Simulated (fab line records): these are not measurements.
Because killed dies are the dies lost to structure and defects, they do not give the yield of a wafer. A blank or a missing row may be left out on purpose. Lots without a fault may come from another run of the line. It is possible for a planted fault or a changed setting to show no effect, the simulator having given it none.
Chamber matching	flow n5 finfet	N5_BEOL_M9_CURE_71 on uv cure-02 has 3 sister chambers
The step cures SiCOH lowk, time 240 s. 3 wafers are shown with their chamber, then 9 later ones without.

## WAFERS PAIRED WITH THEIR CHAMBERS
wafer	chamber	wafer_temp_C_max
L083.5	2	387.1
L088.6	1	386.0
L090.6	0	387.1

## WAFERS WITHOUT THEIR CHAMBER
wafer	wafer_temp_C_max
L092.2	386.9
L092.4	387.1
L092.6	386.3
L096.1	386.4
L096.2	386.5
L096.3	386.2
L097.2	387.0
L097.4	386.6
L097.6	386.9

## WHICH CHAMBER EACH ONE RAN IN
wafer	from the rows above	in truth
L092.2	can't be placed: 0 or 2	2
L092.4	can't be placed: 0 or 2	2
L092.6	can't be placed: 1 or 0 or 2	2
L096.1	can't be placed: 1 or 0 or 2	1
L096.2	can't be placed: 1 or 0 or 2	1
L096.3	1	1
L097.2	can't be placed: 0 or 2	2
L097.4	can't be placed: 0 or 2 or 1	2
L097.6	can't be placed: 0 or 2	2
1 of 9 placed correctly. Can't be placed from these rows: 8 (the true chamber is among the candidates in 8). Placed wrongly: 0.
How it was worked out, from the rows above alone: a wafer's distance from a chamber is the root of the sum, over the readings, of the square of ((its reading less the chamber's mean) divided by the reading's scatter). If the next closest chamber is less than 2 further off than the closest, the wafer can't be placed; otherwise it belongs to the closest. A chamber's mean is the mean of its shown wafers. The scatter (one wafer shown for each chamber): square how far every hidden wafer sits from the nearest shown wafer, average those squares and take the square root.
